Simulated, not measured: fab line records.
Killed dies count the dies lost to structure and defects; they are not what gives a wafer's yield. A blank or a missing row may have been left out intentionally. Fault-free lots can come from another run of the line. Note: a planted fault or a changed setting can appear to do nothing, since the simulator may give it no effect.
The tool behind it: which one? / flow n5_finfet / 72 wafers from 24 lots sampled at 5 of the route's 1938 steps

## WHAT THE GAUGES SHOWED, per wafer
N5_BEOL_M9_RS_MEAS_57: uses a four-point probe to measure. Usual: for M9_RS the level is 0.151 ohm/sq and the standard deviation is 0.0043.
lot=L075; measured=day 10 23:40; on=film_metro-01; M9_RS (ohm/sq)=0.158 0.158 0.158; flag=
lot=L074; measured=day 11 00:17; on=film_metro-02; M9_RS (ohm/sq)=0.148 0.154 0.149; flag=
lot=L076; measured=day 11 05:56; on=film_metro-01; M9_RS (ohm/sq)=0.151 0.146 0.147; flag=
lot=L078; measured=day 11 22:56; on=film_metro-02; M9_RS (ohm/sq)=0.148 0.149 0.151; flag=
lot=L077; measured=day 12 06:58; on=film_metro-02; M9_RS (ohm/sq)=0.147 0.150 0.146; flag=
lot=L079; measured=day 12 20:21; on=film_metro-01; M9_RS (ohm/sq)=0.146 0.145 0.149; flag=
lot=L080; measured=day 13 01:28; on=film_metro-01; M9_RS (ohm/sq)=0.147 0.158 0.161; flag=
lot=L081; measured=day 13 01:44; on=film_metro-02; M9_RS (ohm/sq)=0.149 0.147 0.149; flag=
lot=L082; measured=day 13 08:15; on=film_metro-01; M9_RS (ohm/sq)=0.146 0.149 0.151; flag=
lot=L083; measured=day 14 08:47; on=film_metro-01; M9_RS (ohm/sq)=0.147 0.154 0.150; flag=
lot=L085; measured=day 15 04:58; on=film_metro-01; M9_RS (ohm/sq)=0.152 0.147 0.145; flag=
lot=L084; measured=day 15 05:13; on=film_metro-02; M9_RS (ohm/sq)=0.154 0.154 0.158; flag=
lot=L088; measured=day 15 11:08; on=film_metro-01; M9_RS (ohm/sq)=0.156 0.144 0.155; flag=
lot=L086; measured=day 15 14:50; on=film_metro-01; M9_RS (ohm/sq)=0.149 0.147 0.147; flag=
lot=L087; measured=day 15 15:32; on=film_metro-01; M9_RS (ohm/sq)=0.161 0.156 0.163; flag=
lot=L089; measured=day 15 17:17; on=film_metro-02; M9_RS (ohm/sq)=0.159 0.158 0.158; flag=
lot=L092; measured=day 15 23:46; on=film_metro-02; M9_RS (ohm/sq)=0.149 0.150 0.152; flag=
lot=L090; measured=day 16 00:40; on=film_metro-02; M9_RS (ohm/sq)=0.151 0.152 0.147; flag=
lot=L091; measured=day 16 10:46; on=film_metro-01; M9_RS (ohm/sq)=0.147 0.151 0.147; flag=
lot=L094; measured=day 16 13:50; on=film_metro-01; M9_RS (ohm/sq)=0.150 0.155 0.154; flag=
lot=L093; measured=day 16 17:06; on=film_metro-02; M9_RS (ohm/sq)=0.159 0.158 0.161; flag=
lot=L095; measured=day 16 22:56; on=film_metro-01; M9_RS (ohm/sq)=0.150 0.147 0.147; flag=
lot=L096; measured=day 16 23:13; on=film_metro-02; M9_RS (ohm/sq)=0.153 0.151 0.151; flag=
lot=L097; measured=day 18 03:43; on=film_metro-01; M9_RS (ohm/sq)=0.147 0.152 0.151; flag=

N5_BEOL_M10_INSPECT_30: inspects for defects (brightfield). Usual: raw_defect_count at 415, with a standard deviation of 89.
lot=L075; measured=day 11 02:46; on=defect_inspect-02; raw_defect_count=377 308 472; flag=
lot=L074; measured=day 11 02:58; on=defect_inspect-01; raw_defect_count=411 332 256; flag=
lot=L076; measured=day 11 08:08; on=defect_inspect-02; raw_defect_count=506 321 516; flag=
lot=L078; measured=day 12 04:14; on=defect_inspect-02; raw_defect_count=454 310 259; flag=
lot=L077; measured=day 12 11:28; on=defect_inspect-01; raw_defect_count=458 499 463; flag=
lot=L079; measured=day 13 02:34; on=defect_inspect-01; raw_defect_count=451 368 454; flag=
lot=L080; measured=day 13 05:37; on=defect_inspect-01; raw_defect_count=429 596 376; flag=
lot=L081; measured=day 13 05:26; on=defect_inspect-01; raw_defect_count=350 384 355; flag=
lot=L082; measured=day 13 14:50; on=defect_inspect-01; raw_defect_count=752 498 516; flag=
lot=L083; measured=day 14 13:31; on=defect_inspect-01; raw_defect_count=388 377 275; flag=
lot=L085; measured=day 15 08:25; on=defect_inspect-02; raw_defect_count=393 398 368; flag=
lot=L084; measured=day 15 08:41; on=defect_inspect-01; raw_defect_count=300 456 335; flag=
lot=L088; measured=day 15 13:25; on=defect_inspect-02; raw_defect_count=450 379 394; flag=
lot=L086; measured=day 15 21:02; on=defect_inspect-01; raw_defect_count=350 364 435; flag=
lot=L087; measured=day 15 21:04; on=defect_inspect-02; raw_defect_count=352 508 513; flag=
lot=L089; measured=day 15 23:16; on=defect_inspect-02; raw_defect_count=326 362 266; flag=
lot=L092; measured=day 16 03:12; on=defect_inspect-01; raw_defect_count=456 384 342; flag=
lot=L090; measured=day 16 07:10; on=defect_inspect-01; raw_defect_count=450 505 522; flag=
lot=L091; measured=day 16 13:43; on=defect_inspect-01; raw_defect_count=325 440 428; flag=
lot=L094; measured=day 16 17:34; on=defect_inspect-02; raw_defect_count=378 570 398; flag=
lot=L093; measured=day 16 21:42; on=defect_inspect-02; raw_defect_count=398 554 406; flag=
lot=L095; measured=day 17 04:03; on=defect_inspect-02; raw_defect_count=463 426 411; flag=
lot=L096; measured=day 17 03:53; on=defect_inspect-01; raw_defect_count=446 550 410; flag=
lot=L097; measured=day 18 07:49; on=defect_inspect-01; raw_defect_count=416 468 516; flag=

## WHICH TOOL RAN EACH LOT (tool, then ch and the chambers of the sampled wafers, then the start)
lot=L075; N5_BEOL_M9_STRIP_80=rie_diel-02 ch 2,3, day 10 22:16 or earlier; N5_BEOL_M9_SPUTTER_48=pvd_sputter-03, day 10 22:16; N5_BEOL_M10_STRIP_19=rie_diel-01 ch 0,1,3, day 11 02:17
lot=L074; N5_BEOL_M9_STRIP_80=rie_diel-05 ch 0,3, day 10 22:38 or earlier; N5_BEOL_M9_SPUTTER_48=pvd_sputter-01, day 10 22:38; N5_BEOL_M10_STRIP_19=rie_diel-01 ch 0,1, day 11 02:23
lot=L076; N5_BEOL_M9_STRIP_80=rie_diel-05 ch 1,2,3, day 11 04:59 or earlier; N5_BEOL_M9_SPUTTER_48=pvd_sputter-03, day 11 04:59; N5_BEOL_M10_STRIP_19=rie_diel-04 ch 0,1,3, day 11 07:35
lot=L078; N5_BEOL_M9_STRIP_80=rie_diel-03 ch 0,1,2, day 11 21:49 or earlier; N5_BEOL_M9_SPUTTER_48=pvd_sputter-03, day 11 21:49; N5_BEOL_M10_STRIP_19=rie_diel-01 ch 0,2, day 12 00:59
lot=L077; N5_BEOL_M9_STRIP_80=rie_diel-03 ch 0,2,3, day 12 06:00 or earlier; N5_BEOL_M9_SPUTTER_48=pvd_sputter-03, day 12 06:00; N5_BEOL_M10_STRIP_19=rie_diel-06 ch 0,3, day 12 09:41
lot=L079; N5_BEOL_M9_STRIP_80=rie_diel-05 ch 0,1,2, day 12 19:23 or earlier; N5_BEOL_M9_SPUTTER_48=pvd_sputter-02, day 12 19:23; N5_BEOL_M10_STRIP_19=rie_diel-04 ch 0,1,3, day 13 00:40
lot=L080; N5_BEOL_M9_STRIP_80=rie_diel-02 ch 0,2,3, day 13 00:31 or earlier; N5_BEOL_M9_SPUTTER_48=pvd_sputter-01, day 13 00:31; N5_BEOL_M10_STRIP_19=rie_diel-06 ch 1,2,3, day 13 04:31
lot=L081; N5_BEOL_M9_STRIP_80=rie_diel-05 ch 0,1, day 13 00:40 or earlier; N5_BEOL_M9_SPUTTER_48=pvd_sputter-02, day 13 00:40; N5_BEOL_M10_STRIP_19=rie_diel-04 ch 0,1,2, day 13 04:58
lot=L082; N5_BEOL_M9_STRIP_80=rie_diel-05 ch 0,1,3, day 13 07:18 or earlier; N5_BEOL_M9_SPUTTER_48=pvd_sputter-01, day 13 07:18; N5_BEOL_M10_STRIP_19=rie_diel-04 ch 1,2, day 13 12:31
lot=L083; N5_BEOL_M9_STRIP_80=rie_diel-03 ch 0,1,2, day 14 07:19 or earlier; N5_BEOL_M9_SPUTTER_48=pvd_sputter-03, day 14 07:19; N5_BEOL_M10_STRIP_19=rie_diel-06 ch 0,2, day 14 11:23
lot=L085; N5_BEOL_M9_STRIP_80=rie_diel-05 ch 2,3, day 15 03:52 or earlier; N5_BEOL_M9_SPUTTER_48=pvd_sputter-03, day 15 03:52; N5_BEOL_M10_STRIP_19=rie_diel-04 ch 0,1, day 15 07:58
lot=L084; N5_BEOL_M9_STRIP_80=rie_diel-02 ch 1,2, day 15 04:05 or earlier; N5_BEOL_M9_SPUTTER_48=pvd_sputter-03, day 15 04:05; N5_BEOL_M10_STRIP_19=rie_diel-06 ch 1,2,3, day 15 08:02
lot=L088; N5_BEOL_M9_STRIP_80=rie_diel-02 ch 0,2,3, day 15 10:08 or earlier; N5_BEOL_M9_SPUTTER_48=pvd_sputter-02, day 15 10:08; N5_BEOL_M10_STRIP_19=rie_diel-01 ch 2,3, day 15 12:52
lot=L086; N5_BEOL_M9_STRIP_80=rie_diel-03 ch 1,3, day 15 13:53 or earlier; N5_BEOL_M9_SPUTTER_48=pvd_sputter-03, day 15 13:53; N5_BEOL_M10_STRIP_19=rie_diel-06 ch 0,2, day 15 18:16
lot=L087; N5_BEOL_M9_STRIP_80=rie_diel-02 ch 1,2,3, day 15 14:35 or earlier; N5_BEOL_M9_SPUTTER_48=pvd_sputter-01, day 15 14:35; N5_BEOL_M10_STRIP_19=rie_diel-04 ch 1,3, day 15 18:13
lot=L089; N5_BEOL_M9_STRIP_80=rie_diel-02 ch 2,3, day 15 16:19 or earlier; N5_BEOL_M9_SPUTTER_48=pvd_sputter-03, day 15 16:19; N5_BEOL_M10_STRIP_19=rie_diel-06 ch 0,2,3, day 15 22:22
lot=L092; N5_BEOL_M9_STRIP_80=rie_diel-03 ch 0,1,2, day 15 22:29 or earlier; N5_BEOL_M9_SPUTTER_48=pvd_sputter-01, day 15 22:29; N5_BEOL_M10_STRIP_19=rie_diel-06 ch 0,2, day 16 02:20
lot=L090; N5_BEOL_M9_STRIP_80=rie_diel-03 ch 2,3, day 15 23:42 or earlier; N5_BEOL_M9_SPUTTER_48=pvd_sputter-01, day 15 23:42; N5_BEOL_M10_STRIP_19=rie_diel-06 ch 0,2,3, day 16 03:44
lot=L091; N5_BEOL_M9_STRIP_80=rie_diel-03 ch 1,2,3, day 16 09:04 or earlier; N5_BEOL_M9_SPUTTER_48=pvd_sputter-02, day 16 09:04; N5_BEOL_M10_STRIP_19=rie_diel-06 ch 0,1,2, day 16 13:02
lot=L094; N5_BEOL_M9_STRIP_80=rie_diel-03 ch 1,2, day 16 12:34 or earlier; N5_BEOL_M9_SPUTTER_48=pvd_sputter-01, day 16 12:34; N5_BEOL_M10_STRIP_19=rie_diel-06 ch 0,1,3, day 16 16:02
lot=L093; N5_BEOL_M9_STRIP_80=rie_diel-02 ch 1,2, day 16 15:35 or earlier; N5_BEOL_M9_SPUTTER_48=pvd_sputter-01, day 16 15:35; N5_BEOL_M10_STRIP_19=rie_diel-06 ch 0,3, day 16 19:40
lot=L095; N5_BEOL_M9_STRIP_80=rie_diel-03 ch 0,2, day 16 21:53 or earlier; N5_BEOL_M9_SPUTTER_48=pvd_sputter-02, day 16 21:53; N5_BEOL_M10_STRIP_19=rie_diel-06 ch 0,3, day 17 01:43
lot=L096; N5_BEOL_M9_STRIP_80=rie_diel-03 ch 1,2,3, day 16 22:04 or earlier; N5_BEOL_M9_SPUTTER_48=pvd_sputter-02, day 16 22:04; N5_BEOL_M10_STRIP_19=rie_diel-04 ch 1,2,3, day 17 02:13
lot=L097; N5_BEOL_M9_STRIP_80=rie_diel-03 ch 0,1,3, day 18 02:38 or earlier; N5_BEOL_M9_SPUTTER_48=pvd_sputter-01, day 18 02:38; N5_BEOL_M10_STRIP_19=rie_diel-04 ch 0,1,3, day 18 06:32
- N5_BEOL_M9_STRIP_80: strips in N2/H2, time 10 s.
- N5_BEOL_M9_SPUTTER_48: material Cu, target thk 12 nm, time 2 s.
- N5_BEOL_M10_STRIP_19: strips in O2.

## AS READ BY THE TOOLS THEMSELVES (means over the sampled wafers that have a number; for cases with no such wafer, the mark the record gives instead)
N5_BEOL_M9_STRIP_80. Usual: drypump_motor_current_A 5.6 A, standard deviation 0.46; oes_product_au 0.82 a.u., standard deviation 0.1; rf_vpp_V 59.3 V, standard deviation 0.93; showerhead_plenum_p_Torr 2.55 Torr, standard deviation 0.089; throttle_valve_pct 23.33 %, standard deviation 0.22.
lot=L075; tool=rie_diel-02; drypump_motor_current_A (A)=5.7; oes_product_au (a.u.)=0.73; rf_vpp_V (V)=60.1; showerhead_plenum_p_Torr (Torr)=2.54; throttle_valve_pct (%)=23.43; flag=
lot=L074; tool=rie_diel-05; drypump_motor_current_A (A)=5.4; oes_product_au (a.u.)=0.87; rf_vpp_V (V)=59.6; showerhead_plenum_p_Torr (Torr)=2.52; throttle_valve_pct (%)=23.33; flag=
lot=L076; tool=rie_diel-05; drypump_motor_current_A (A)=5.3; oes_product_au (a.u.)=0.84; rf_vpp_V (V)=59.9; showerhead_plenum_p_Torr (Torr)=2.65; throttle_valve_pct (%)=23.21; flag=
lot=L078; tool=rie_diel-03; drypump_motor_current_A (A)=5.7; oes_product_au (a.u.)=0.88; rf_vpp_V (V)=59.4; showerhead_plenum_p_Torr (Torr)=2.56; throttle_valve_pct (%)=23.27; flag=
lot=L077; tool=rie_diel-03; drypump_motor_current_A (A)=5.3; oes_product_au (a.u.)=0.82; rf_vpp_V (V)=58.5; showerhead_plenum_p_Torr (Torr)=2.59; throttle_valve_pct (%)=23.43; flag=
lot=L079; tool=rie_diel-05; drypump_motor_current_A (A)=5.5; oes_product_au (a.u.)=0.90; rf_vpp_V (V)=60.1; showerhead_plenum_p_Torr (Torr)=2.62; throttle_valve_pct (%)=23.28; flag=
lot=L080; tool=rie_diel-02; drypump_motor_current_A (A)=5.5; oes_product_au (a.u.)=0.79; rf_vpp_V (V)=59.0; showerhead_plenum_p_Torr (Torr)=2.53; throttle_valve_pct (%)=23.24; flag=
lot=L081; tool=rie_diel-05; drypump_motor_current_A (A)=5.5; oes_product_au (a.u.)=0.89; rf_vpp_V (V)=59.0; showerhead_plenum_p_Torr (Torr)=2.54; throttle_valve_pct (%)=23.30; flag=
lot=L082; tool=rie_diel-05; drypump_motor_current_A (A)=5.3; oes_product_au (a.u.)=0.91; rf_vpp_V (V)=58.5; showerhead_plenum_p_Torr (Torr)=2.57; throttle_valve_pct (%)=23.18; flag=
lot=L083; tool=rie_diel-03; drypump_motor_current_A (A)=5.7; oes_product_au (a.u.)=0.84; rf_vpp_V (V)=58.7; showerhead_plenum_p_Torr (Torr)=2.55; throttle_valve_pct (%)=23.27; flag=
lot=L085; tool=rie_diel-05; drypump_motor_current_A (A)=5.4; oes_product_au (a.u.)=0.93; rf_vpp_V (V)=59.2; showerhead_plenum_p_Torr (Torr)=2.65; throttle_valve_pct (%)=23.24; flag=
lot=L084; tool=rie_diel-02; drypump_motor_current_A (A)=6.1; oes_product_au (a.u.)=0.73; rf_vpp_V (V)=58.9; showerhead_plenum_p_Torr (Torr)=2.48; throttle_valve_pct (%)=23.60; flag=
lot=L088; tool=rie_diel-02; drypump_motor_current_A (A)=5.5; oes_product_au (a.u.)=0.76; rf_vpp_V (V)=59.2; showerhead_plenum_p_Torr (Torr)=2.53; throttle_valve_pct (%)=23.26; flag=
lot=L086; tool=rie_diel-03; drypump_motor_current_A (A)=5.6; oes_product_au (a.u.)=0.81; rf_vpp_V (V)=58.9; showerhead_plenum_p_Torr (Torr)=2.53; throttle_valve_pct (%)=23.46; flag=
lot=L087; tool=rie_diel-02; drypump_motor_current_A (A)=6.0; oes_product_au (a.u.)=0.70; rf_vpp_V (V)=59.1; showerhead_plenum_p_Torr (Torr)=2.46; throttle_valve_pct (%)=23.48; flag=
lot=L089; tool=rie_diel-02; drypump_motor_current_A (A)=5.9; oes_product_au (a.u.)=0.69; rf_vpp_V (V)=59.7; showerhead_plenum_p_Torr (Torr)=2.45; throttle_valve_pct (%)=23.37; flag=
lot=L092; tool=rie_diel-03; drypump_motor_current_A (A)=5.7; oes_product_au (a.u.)=0.82; rf_vpp_V (V)=59.4; showerhead_plenum_p_Torr (Torr)=2.55; throttle_valve_pct (%)=23.30; flag=
lot=L090; tool=rie_diel-03; drypump_motor_current_A (A)=5.5; oes_product_au (a.u.)=0.87; rf_vpp_V (V)=59.2; showerhead_plenum_p_Torr (Torr)=2.58; throttle_valve_pct (%)=23.40; flag=
lot=L091; tool=rie_diel-03; drypump_motor_current_A (A)=5.7; oes_product_au (a.u.)=0.84; rf_vpp_V (V)=59.6; showerhead_plenum_p_Torr (Torr)=2.54; throttle_valve_pct (%)=23.35; flag=
lot=L094; tool=rie_diel-03; drypump_motor_current_A (A)=5.9; oes_product_au (a.u.)=0.88; rf_vpp_V (V)=59.4; showerhead_plenum_p_Torr (Torr)=2.55; throttle_valve_pct (%)=23.23; flag=
lot=L093; tool=rie_diel-02; drypump_motor_current_A (A)=5.9; oes_product_au (a.u.)=0.70; rf_vpp_V (V)=59.1; showerhead_plenum_p_Torr (Torr)=2.54; throttle_valve_pct (%)=23.60; flag=
lot=L095; tool=rie_diel-03; drypump_motor_current_A (A)=5.3; oes_product_au (a.u.)=0.97; rf_vpp_V (V)=59.8; showerhead_plenum_p_Torr (Torr)=2.59; throttle_valve_pct (%)=23.08; flag=
lot=L096; tool=rie_diel-03; drypump_motor_current_A (A)=5.7; oes_product_au (a.u.)=0.84; rf_vpp_V (V)=59.3; showerhead_plenum_p_Torr (Torr)=2.54; throttle_valve_pct (%)=23.37; flag=
lot=L097; tool=rie_diel-03; drypump_motor_current_A (A)=5.6; oes_product_au (a.u.)=0.84; rf_vpp_V (V)=59.4; showerhead_plenum_p_Torr (Torr)=2.53; throttle_valve_pct (%)=23.27; flag=

N5_BEOL_M9_SPUTTER_48. Usual: cathode_dc_power_W 25999 W, standard deviation 4.9; throttle_valve_pct 29.8 %, standard deviation 0.77.
lot=L075; tool=pvd_sputter-03; cathode_dc_power_W (W)=26001; throttle_valve_pct (%)=29.5; flag=
lot=L074; tool=pvd_sputter-01; cathode_dc_power_W (W)=25999; throttle_valve_pct (%)=30.8; flag=
lot=L076; tool=pvd_sputter-03; cathode_dc_power_W (W)=26002; throttle_valve_pct (%)=29.8; flag=
lot=L078; tool=pvd_sputter-03; cathode_dc_power_W (W)=26000; throttle_valve_pct (%)=29.9; flag=
lot=L077; tool=pvd_sputter-03; cathode_dc_power_W (W)=25999; throttle_valve_pct (%)=30.1; flag=
lot=L079; tool=pvd_sputter-02; cathode_dc_power_W (W)=26003; throttle_valve_pct (%)=29.7; flag=
lot=L080; tool=pvd_sputter-01; cathode_dc_power_W (W)=26001; throttle_valve_pct (%)=29.8; flag=
lot=L081; tool=pvd_sputter-02; cathode_dc_power_W (W)=26001; throttle_valve_pct (%)=30.0; flag=
lot=L082; tool=pvd_sputter-01; cathode_dc_power_W (W)=26002; throttle_valve_pct (%)=30.5; flag=
lot=L083; tool=pvd_sputter-03; cathode_dc_power_W (W)=25997; throttle_valve_pct (%)=29.8; flag=
lot=L085; tool=pvd_sputter-03; cathode_dc_power_W (W)=25996; throttle_valve_pct (%)=29.1; flag=
lot=L084; tool=pvd_sputter-03; cathode_dc_power_W (W)=25996; throttle_valve_pct (%)=29.2; flag=
lot=L088; tool=pvd_sputter-02; cathode_dc_power_W (W)=26000; throttle_valve_pct (%)=29.9; flag=
lot=L086; tool=pvd_sputter-03; cathode_dc_power_W (W)=26001; throttle_valve_pct (%)=29.8; flag=
lot=L087; tool=pvd_sputter-01; cathode_dc_power_W (W)=26003; throttle_valve_pct (%)=29.4; flag=
lot=L089; tool=pvd_sputter-03; cathode_dc_power_W (W)=26001; throttle_valve_pct (%)=29.7; flag=
lot=L092; tool=pvd_sputter-01; cathode_dc_power_W (W)=26003; throttle_valve_pct (%)=29.9; flag=
lot=L090; tool=pvd_sputter-01; cathode_dc_power_W (W)=26004; throttle_valve_pct (%)=30.3; flag=
lot=L091; tool=pvd_sputter-02; cathode_dc_power_W (W)=26001; throttle_valve_pct (%)=29.5; flag=
lot=L094; tool=pvd_sputter-01; cathode_dc_power_W (W)=25996; throttle_valve_pct (%)=30.4; flag=
lot=L093; tool=pvd_sputter-01; cathode_dc_power_W (W)=26001; throttle_valve_pct (%)=28.8; flag=
lot=L095; tool=pvd_sputter-02; cathode_dc_power_W (W)=25996; throttle_valve_pct (%)=29.1; flag=
lot=L096; tool=pvd_sputter-02; cathode_dc_power_W (W)=26004; throttle_valve_pct (%)=30.0; flag=
lot=L097; tool=pvd_sputter-01; cathode_dc_power_W (W)=25995; throttle_valve_pct (%)=29.4; flag=

N5_BEOL_M10_STRIP_19. Usual: drypump_motor_current_A 5.6 A, standard deviation 0.41; oes_product_au 0.83 a.u., standard deviation 0.077; rf_vpp_V 3.7 V, standard deviation 0.6; showerhead_plenum_p_Torr 2.15 Torr, standard deviation 0.051; throttle_valve_pct 16.5 %, standard deviation 0.31.
lot=L075; tool=rie_diel-01; drypump_motor_current_A (A)=5.5; oes_product_au (a.u.)=0.81; rf_vpp_V (V)=3.5; showerhead_plenum_p_Torr (Torr)=2.17; throttle_valve_pct (%)=16.5; flag=
lot=L074; tool=rie_diel-01; drypump_motor_current_A (A)=5.7; oes_product_au (a.u.)=0.81; rf_vpp_V (V)=4.1; showerhead_plenum_p_Torr (Torr)=2.20; throttle_valve_pct (%)=16.4; flag=
lot=L076; tool=rie_diel-04; drypump_motor_current_A (A)=5.9; oes_product_au (a.u.)=0.83; rf_vpp_V (V)=3.9; showerhead_plenum_p_Torr (Torr)=2.16; throttle_valve_pct (%)=16.6; flag=
lot=L078; tool=rie_diel-01; drypump_motor_current_A (A)=5.9; oes_product_au (a.u.)=0.83; rf_vpp_V (V)=3.2; showerhead_plenum_p_Torr (Torr)=2.22; throttle_valve_pct (%)=16.3; flag=
lot=L077; tool=rie_diel-06; drypump_motor_current_A (A)=5.1; oes_product_au (a.u.)=0.82; rf_vpp_V (V)=4.3; showerhead_plenum_p_Torr (Torr)=2.08; throttle_valve_pct (%)=16.3; flag=
lot=L079; tool=rie_diel-04; drypump_motor_current_A (A)=5.9; oes_product_au (a.u.)=0.80; rf_vpp_V (V)=3.3; showerhead_plenum_p_Torr (Torr)=2.16; throttle_valve_pct (%)=16.6; flag=
lot=L080; tool=rie_diel-06; drypump_motor_current_A (A)=5.4; oes_product_au (a.u.)=0.77; rf_vpp_V (V)=3.2; showerhead_plenum_p_Torr (Torr)=2.07; throttle_valve_pct (%)=16.6; flag=
lot=L081; tool=rie_diel-04; drypump_motor_current_A (A)=6.1; oes_product_au (a.u.)=0.76; rf_vpp_V (V)=4.0; showerhead_plenum_p_Torr (Torr)=2.13; throttle_valve_pct (%)=16.8; flag=
lot=L082; tool=rie_diel-04; drypump_motor_current_A (A)=6.1; oes_product_au (a.u.)=0.69; rf_vpp_V (V)=3.5; showerhead_plenum_p_Torr (Torr)=2.11; throttle_valve_pct (%)=17.0; flag=
lot=L083; tool=rie_diel-06; drypump_motor_current_A (A)=5.3; oes_product_au (a.u.)=0.88; rf_vpp_V (V)=3.7; showerhead_plenum_p_Torr (Torr)=2.14; throttle_valve_pct (%)=16.2; flag=
lot=L085; tool=rie_diel-04; drypump_motor_current_A (A)=6.2; oes_product_au (a.u.)=0.74; rf_vpp_V (V)=3.0; showerhead_plenum_p_Torr (Torr)=2.16; throttle_valve_pct (%)=16.9; flag=
lot=L084; tool=rie_diel-06; drypump_motor_current_A (A)=5.3; oes_product_au (a.u.)=0.85; rf_vpp_V (V)=3.6; showerhead_plenum_p_Torr (Torr)=2.15; throttle_valve_pct (%)=16.5; flag=
lot=L088; tool=rie_diel-01; drypump_motor_current_A (A)=5.7; oes_product_au (a.u.)=0.78; rf_vpp_V (V)=4.1; showerhead_plenum_p_Torr (Torr)=2.16; throttle_valve_pct (%)=16.5; flag=
lot=L086; tool=rie_diel-06; drypump_motor_current_A (A)=5.5; oes_product_au (a.u.)=0.86; rf_vpp_V (V)=3.6; showerhead_plenum_p_Torr (Torr)=2.13; throttle_valve_pct (%)=16.3; flag=
lot=L087; tool=rie_diel-04; drypump_motor_current_A (A)=6.0; oes_product_au (a.u.)=0.73; rf_vpp_V (V)=3.1; showerhead_plenum_p_Torr (Torr)=2.16; throttle_valve_pct (%)=16.9; flag=
lot=L089; tool=rie_diel-06; drypump_motor_current_A (A)=5.2; oes_product_au (a.u.)=0.87; rf_vpp_V (V)=3.7; showerhead_plenum_p_Torr (Torr)=2.16; throttle_valve_pct (%)=16.2; flag=
lot=L092; tool=rie_diel-06; drypump_motor_current_A (A)=5.5; oes_product_au (a.u.)=0.85; rf_vpp_V (V)=3.9; showerhead_plenum_p_Torr (Torr)=2.13; throttle_valve_pct (%)=16.3; flag=
lot=L090; tool=rie_diel-06; drypump_motor_current_A (A)=5.2; oes_product_au (a.u.)=0.87; rf_vpp_V (V)=3.9; showerhead_plenum_p_Torr (Torr)=2.16; throttle_valve_pct (%)=16.2; flag=
lot=L091; tool=rie_diel-06; drypump_motor_current_A (A)=5.5; oes_product_au (a.u.)=0.82; rf_vpp_V (V)=3.9; showerhead_plenum_p_Torr (Torr)=2.12; throttle_valve_pct (%)=16.5; flag=
lot=L094; tool=rie_diel-06; drypump_motor_current_A (A)=5.2; oes_product_au (a.u.)=0.84; rf_vpp_V (V)=3.6; showerhead_plenum_p_Torr (Torr)=2.15; throttle_valve_pct (%)=16.5; flag=
lot=L093; tool=rie_diel-06; drypump_motor_current_A (A)=5.1; oes_product_au (a.u.)=0.86; rf_vpp_V (V)=3.4; showerhead_plenum_p_Torr (Torr)=2.16; throttle_valve_pct (%)=16.2; flag=
lot=L095; tool=rie_diel-06; drypump_motor_current_A (A)=5.1; oes_product_au (a.u.)=0.86; rf_vpp_V (V)=3.7; showerhead_plenum_p_Torr (Torr)=2.16; throttle_valve_pct (%)=16.2; flag=
lot=L096; tool=rie_diel-04; drypump_motor_current_A (A)=5.9; oes_product_au (a.u.)=0.90; rf_vpp_V (V)=4.0; showerhead_plenum_p_Torr (Torr)=2.12; throttle_valve_pct (%)=16.6; flag=
lot=L097; tool=rie_diel-04; drypump_motor_current_A (A)=5.9; oes_product_au (a.u.)=0.86; rf_vpp_V (V)=3.9; showerhead_plenum_p_Torr (Torr)=2.14; throttle_valve_pct (%)=16.5; flag=

## THE ANSWER, worked out from the rows above alone
Rule: a lot is off if the mean of its wafers that have a number lies more than 3 standard deviations from the usual mean. A lot without any number at a reading at which 4 lots or more have one is off too. All remaining lots with rows at the step are treated as sound. After the gauges, taken in route order, come the tools' own readings; for these a lot's mean is taken, as printed above. At the first step where some lot is off, the reading lying furthest off is the one used; lots without a number count as furthest.
No lot is off on any of the readings shown, so nothing can be concluded from this.

## WHAT THE SIMULATOR HAD INSERTED
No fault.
